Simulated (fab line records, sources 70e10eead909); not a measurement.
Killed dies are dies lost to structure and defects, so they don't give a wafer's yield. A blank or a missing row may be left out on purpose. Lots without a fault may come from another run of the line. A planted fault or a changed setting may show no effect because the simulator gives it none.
Which tool did it? | flow nand_harc | 24 lots, 72 wafers sampled, at 5 steps of a route of 1302

WHAT THE GAUGES READ, wafer by wafer
NHARC_A_ONON_D1_THK_MEAS_08: measures by ellipsometry.
lot  | measured     | on            | thk_nm (nm)
L074 | day 7 21:37  | film_metro-02 | 996 997 995
L076 | day 8 12:45  | film_metro-01 | 1012 1009 1012
L075 | day 8 13:00  | film_metro-01 | 1007 1005 1007
L077 | day 9 00:32  | film_metro-01 | 1006 1006 1005
L078 | day 9 19:01  | film_metro-02 | 1005 1007 1007
L079 | day 9 19:01  | film_metro-01 | 1007 1009 1008
L080 | day 10 03:35 | film_metro-02 | 993 994 994
L082 | day 11 03:49 | film_metro-02 | 993 991 992
L081 | day 11 03:50 | film_metro-01 | 1013 1011 1010
L083 | day 11 13:14 | film_metro-01 | 979 979 980
L084 | day 11 21:31 | film_metro-01 | 983 982 983
L085 | day 12 09:54 | film_metro-01 | 1036 1037 1036
L086 | day 12 17:12 | film_metro-02 | 987 986 988
L089 | day 13 15:29 | film_metro-01 | 1010 1008 1012
L088 | day 13 15:31 | film_metro-01 | 1000 1002 1001
L087 | day 13 19:56 | film_metro-02 | 1007 1006 1006
L090 | day 14 13:20 | film_metro-02 | 1009 1009 1010
L091 | day 14 21:45 | film_metro-01 | 1011 1012 1011
L092 | day 15 05:34 | film_metro-02 | 1009 1009 1010
L093 | day 15 16:15 | film_metro-02 | 1001 1000 998
L095 | day 16 08:41 | film_metro-02 | 986 987 985
L094 | day 16 08:44 | film_metro-01 | 986 987 987
L096 | day 17 00:38 | film_metro-01 | 998 999 1000
L097 | day 17 06:28 | film_metro-02 | 1013 1014 1013

NHARC_A_CHANNEL_HOLE_D1_CD_MEAS_30.
lot  | measured     | on        | cd_nm (nm)
L074 | day 8 21:28  | cd_sem-03 | 92.2 89.4 90.6
L076 | day 9 11:13  | cd_sem-03 | 93.1 93.0 91.0
L075 | day 9 11:39  | cd_sem-03 | 88.8 89.0 90.6
L077 | day 10 02:02 | cd_sem-03 | 90.5 89.4 90.4
L078 | day 10 16:44 | cd_sem-03 | 91.4 93.7 93.8
L079 | day 10 16:17 | cd_sem-01 | 89.5 93.0 91.4
L080 | day 11 00:43 | cd_sem-01 | 89.9 90.5 93.2
L082 | day 12 06:31 | cd_sem-02 | 90.7 91.1 90.1
L081 | day 12 07:44 | cd_sem-03 | 88.5 89.2 93.4
L083 | day 12 14:36 | cd_sem-02 | 88.0 92.0 88.0
L084 | day 12 18:55 | cd_sem-02 | 90.4 92.4 87.6
L085 | day 13 08:53 | cd_sem-01 | 90.8 89.3 89.6
L086 | day 13 16:57 | cd_sem-01 | 90.8 90.9 91.7
L089 | day 14 18:50 | cd_sem-03 | 87.7 87.1 87.6
L088 | day 14 17:22 | cd_sem-01 | 91.7 88.1 87.0
L087 | day 14 23:01 | cd_sem-01 | 86.1 88.2 88.5
L090 | day 15 16:13 | cd_sem-01 | 91.8 88.5 87.9
L091 | day 15 23:32 | cd_sem-02 | 85.2 87.9 88.7
L092 | day 16 05:37 | cd_sem-02 | 92.1 91.4 93.7
L093 | day 16 13:31 | cd_sem-02 | 93.6 91.3 93.8
L095 | day 17 18:51 | cd_sem-03 | 88.5 88.7 88.4
L094 | day 17 20:22 | cd_sem-01 | 90.3 90.5 90.3
L096 | day 18 00:55 | cd_sem-02 | 90.9 91.7 88.9
L097 | day 18 03:10 | cd_sem-03 | 90.8 89.6 91.1

WHICH TOOL RAN EACH LOT (tool, then ch and the chambers of the sampled wafers, then the start)
lot  | NHARC_A_CHANNEL_HOLE_D1_DEP_00 | NHARC_A_CHANNEL_HOLE_D1_ETCH_20  | NHARC_A_CHANNEL_HOLE_D1_ETCH_24
L074 | acl_dep-02 ch 0, day 8 12:16   | har_etch-01 ch 0,1, day 8 16:05  | har_etch-01 ch 0,1, day 8 18:05
L076 | acl_dep-02 ch 0, day 9 01:23   | har_etch-01 ch 0, day 9 05:47    | har_etch-01 ch 0, day 9 07:49
L075 | acl_dep-03 ch 0, day 9 01:32   | har_etch-02 ch 0,1, day 9 06:13  | har_etch-02 ch 0,1, day 9 08:15
L077 | acl_dep-03 ch 0, day 9 14:31   | har_etch-02 ch 0,1, day 9 20:38  | har_etch-02 ch 0,1, day 9 22:39
L078 | acl_dep-01 ch 0, day 10 06:45  | har_etch-02 ch 0,1, day 10 11:22 | har_etch-02 ch 0,1, day 10 13:28
L079 | acl_dep-03 ch 0, day 10 07:14  | har_etch-01 ch 0,1, day 10 10:58 | har_etch-01 ch 0,1, day 10 13:09
L080 | acl_dep-03 ch 0, day 10 15:28  | har_etch-01 ch 0,1, day 10 19:21 | har_etch-01 ch 0,1, day 10 21:27
L082 | acl_dep-03 ch 0, day 11 21:05  | har_etch-01 ch 0,1, day 12 01:07 | har_etch-01 ch 0,1, day 12 03:09
L081 | acl_dep-01 ch 0, day 11 22:08  | har_etch-02 ch 0,1, day 12 02:14 | har_etch-02 ch 0,1, day 12 04:17
L083 | acl_dep-02 ch 0, day 12 05:23  | har_etch-01 ch 0,1, day 12 09:11 | har_etch-01 ch 0,1, day 12 11:12
L084 | acl_dep-02 ch 0, day 12 09:22  | har_etch-02 ch 0,1, day 12 13:34 | har_etch-02 ch 0,1, day 12 15:40
L085 | acl_dep-03 ch 0, day 13 00:25  | har_etch-02 ch 0,1, day 13 03:34 | har_etch-02 ch 0,1, day 13 05:45
L086 | acl_dep-03 ch 0, day 13 05:02  | har_etch-01 ch 0,1, day 13 11:34 | har_etch-01 ch 0,1, day 13 13:34
L089 | acl_dep-02 ch 0, day 14 10:03  | har_etch-02 ch 0,1, day 14 13:35 | har_etch-02 ch 0,1, day 14 15:50
L088 | acl_dep-01 ch 0, day 14 08:28  | har_etch-01 ch 0,1, day 14 12:07 | har_etch-01 ch 0,1, day 14 14:21
L087 | acl_dep-02 ch 0, day 14 11:58  | har_etch-02 ch 0,1, day 14 17:36 | har_etch-02 ch 0,1, day 14 19:36
L090 | acl_dep-03 ch 0, day 15 05:11  | har_etch-01 ch 0,1, day 15 10:46 | har_etch-01 ch 0,1, day 15 12:56
L091 | acl_dep-01 ch 0, day 15 13:58  | har_etch-01 ch 0,1, day 15 18:10 | har_etch-01 ch 0,1, day 15 20:16
L092 | acl_dep-01 ch 0, day 15 20:09  | har_etch-01 ch 1, day 16 00:13   | har_etch-01 ch 1, day 16 02:13
L093 | acl_dep-02 ch 0, day 16 04:44  | har_etch-01 ch 0,1, day 16 08:13 | har_etch-01 ch 0,1, day 16 10:23
L095 | acl_dep-01 ch 0, day 17 07:24  | har_etch-01 ch 0,1, day 17 13:30 | har_etch-01 ch 0,1, day 17 15:35
L094 | acl_dep-02 ch 0, day 17 07:42  | har_etch-02 ch 0,1, day 17 14:13 | har_etch-02 ch 0,1, day 17 16:19
L096 | acl_dep-02 ch 0, day 17 15:20  | har_etch-02 ch 0,1, day 17 19:30 | har_etch-02 ch 0,1, day 17 21:31
L097 | acl_dep-01 ch 0, day 17 15:46  | har_etch-01 ch 0,1, day 17 21:46 | har_etch-01 ch 0,1, day 17 23:46
- NHARC_A_CHANNEL_HOLE_D1_DEP_00: deposits aC, target thk 3100 nm.
- NHARC_A_CHANNEL_HOLE_D1_ETCH_20: etches the open film in C4F8/O2/Ar, time 361.9 s, target depth 1600 nm.
- NHARC_A_CHANNEL_HOLE_D1_ETCH_24: etches the open film in C4F8/O2/Ar, time 906.2 s, target depth 1500 nm.

WHAT THE TOOLS THEMSELVES READ (means of the sampled wafers that have a number; where no wafer has one, the mark that the record gives instead)
NHARC_A_CHANNEL_HOLE_D1_DEP_00.
lot  | tool       | throttle_valve_pct (%)
L074 | acl_dep-02 | 34.995
L076 | acl_dep-02 | 34.993
L075 | acl_dep-03 | 34.995
L077 | acl_dep-03 | 34.995
L078 | acl_dep-01 | 34.994
L079 | acl_dep-03 | 34.995
L080 | acl_dep-03 | 34.999
L082 | acl_dep-03 | 34.995
L081 | acl_dep-01 | 34.992
L083 | acl_dep-02 | 35.004
L084 | acl_dep-02 | 34.994
L085 | acl_dep-03 | 34.999
L086 | acl_dep-03 | 35.006
L089 | acl_dep-02 | 35.005
L088 | acl_dep-01 | 35.004
L087 | acl_dep-02 | 34.996
L090 | acl_dep-03 | 34.998
L091 | acl_dep-01 | 34.996
L092 | acl_dep-01 | 35.007
L093 | acl_dep-02 | 34.990
L095 | acl_dep-01 | 35.002
L094 | acl_dep-02 | 34.996
L096 | acl_dep-02 | 35.005
L097 | acl_dep-01 | 34.998

NHARC_A_CHANNEL_HOLE_D1_ETCH_20.
lot  | tool        | drypump_motor_current_A (A) | o2_flow_sccm (sccm) | showerhead_plenum_p_Torr (Torr) | throttle_valve_pct (%)
L074 | har_etch-01 | 6.1                         | 35.83               | 3.59                            | 32.155
L076 | har_etch-01 | 6.2                         | 35.84               | 3.55                            | 32.140
L075 | har_etch-02 | 5.3                         | 35.64               | 3.76                            | 32.147
L077 | har_etch-02 | 5.3                         | 35.70               | 3.76                            | 32.163
L078 | har_etch-02 | 5.4                         | 35.65               | 3.75                            | 32.155
L079 | har_etch-01 | 6.1                         | 35.79               | 3.61                            | 32.152
L080 | har_etch-01 | 6.1                         | 35.67               | 3.58                            | 32.160
L082 | har_etch-01 | 6.1                         | 35.61               | 3.57                            | 32.148
L081 | har_etch-02 | 5.3                         | 35.72               | 3.74                            | 32.157
L083 | har_etch-01 | 6.1                         | 35.70               | 3.60                            | 32.161
L084 | har_etch-02 | 5.3                         | 35.65               | 3.74                            | 32.155
L085 | har_etch-02 | 5.3                         | 35.74               | 3.73                            | 32.150
L086 | har_etch-01 | 6.1                         | 35.72               | 3.56                            | 32.155
L089 | har_etch-02 | 5.3                         | 35.73               | 3.72                            | 32.154
L088 | har_etch-01 | 6.1                         | 35.62               | 3.55                            | 32.151
L087 | har_etch-02 | 5.4                         | 35.64               | 3.72                            | 32.154
L090 | har_etch-01 | 6.1                         | 35.70               | 3.54                            | 32.147
L091 | har_etch-01 | 6.2                         | 35.67               | 3.54                            | 32.158
L092 | har_etch-01 | 6.0                         | 35.64               | 3.61                            | 32.149
L093 | har_etch-01 | 6.1                         | 35.62               | 3.54                            | 32.144
L095 | har_etch-01 | 6.1                         | 35.74               | 3.56                            | 32.153
L094 | har_etch-02 | 5.3                         | 35.65               | 3.70                            | 32.155
L096 | har_etch-02 | 5.3                         | 35.74               | 3.70                            | 32.150
L097 | har_etch-01 | 6.1                         | 35.65               | 3.55                            | 32.148

NHARC_A_CHANNEL_HOLE_D1_ETCH_24.
lot  | tool        | drypump_motor_current_A (A) | o2_flow_sccm (sccm) | showerhead_plenum_p_Torr (Torr) | throttle_valve_pct (%)
L074 | har_etch-01 | 6.2                         | 31.22               | 3.59                            | 32.238
L076 | har_etch-01 | 6.2                         | 31.14               | 3.55                            | 32.229
L075 | har_etch-02 | 5.3                         | 31.26               | 3.76                            | 32.235
L077 | har_etch-02 | 5.3                         | 31.24               | 3.75                            | 32.234
L078 | har_etch-02 | 5.4                         | 31.23               | 3.74                            | 32.235
L079 | har_etch-01 | 6.1                         | 31.09               | 3.61                            | 32.229
L080 | har_etch-01 | 6.2                         | 31.20               | 3.57                            | 32.242
L082 | har_etch-01 | 6.2                         | 31.26               | 3.56                            | 32.236
L081 | har_etch-02 | 5.3                         | 31.15               | 3.73                            | 32.243
L083 | har_etch-01 | 6.1                         | 31.18               | 3.59                            | 32.235
L084 | har_etch-02 | 5.3                         | 31.30               | 3.73                            | 32.239
L085 | har_etch-02 | 5.3                         | 31.16               | 3.73                            | 32.245
L086 | har_etch-01 | 6.1                         | 31.18               | 3.55                            | 32.240
L089 | har_etch-02 | 5.3                         | 31.17               | 3.72                            | 32.226
L088 | har_etch-01 | 6.1                         | 31.21               | 3.55                            | 32.233
L087 | har_etch-02 | 5.4                         | 31.21               | 3.72                            | 32.234
L090 | har_etch-01 | 6.1                         | 31.25               | 3.54                            | 32.230
L091 | har_etch-01 | 6.1                         | 31.13               | 3.53                            | 32.240
L092 | har_etch-01 | 6.0                         | 31.13               | 3.60                            | 32.234
L093 | har_etch-01 | 6.1                         | 31.16               | 3.53                            | 32.244
L095 | har_etch-01 | 6.1                         | 31.15               | 3.55                            | 32.230
L094 | har_etch-02 | 5.3                         | 31.21               | 3.70                            | 32.232
L096 | har_etch-02 | 5.3                         | 31.20               | 3.69                            | 32.234
L097 | har_etch-01 | 6.1                         | 31.10               | 3.55                            | 32.235

THE ANSWER, worked out from the rows above alone
Rule: what is usual is taken from the lots themselves. Put in order of their means at a reading, lots are off if they are a third of the lots or fewer, leave a main group of 4 or more, and stand apart from it by a gap of 3 or more times the standard deviation of the main group's means; of several such gaps the widest counts. A main group whose means are all the same, to the digits that the tables above print for the reading, isn't used. A lot without any number at a reading at which 4 lots or more have one is off too. The other lots that the step has rows for count as sound. The gauges are gone through in route order, then the tools' own readings, and for those a lot's mean is taken as printed above. The first step at which some lot is off is used, and at that step the reading that is off furthest; a lot without a number counts as furthest.
No lot is off at any reading shown: from this, nothing can be told.

WHAT THE SIMULATOR HAD PUT IN
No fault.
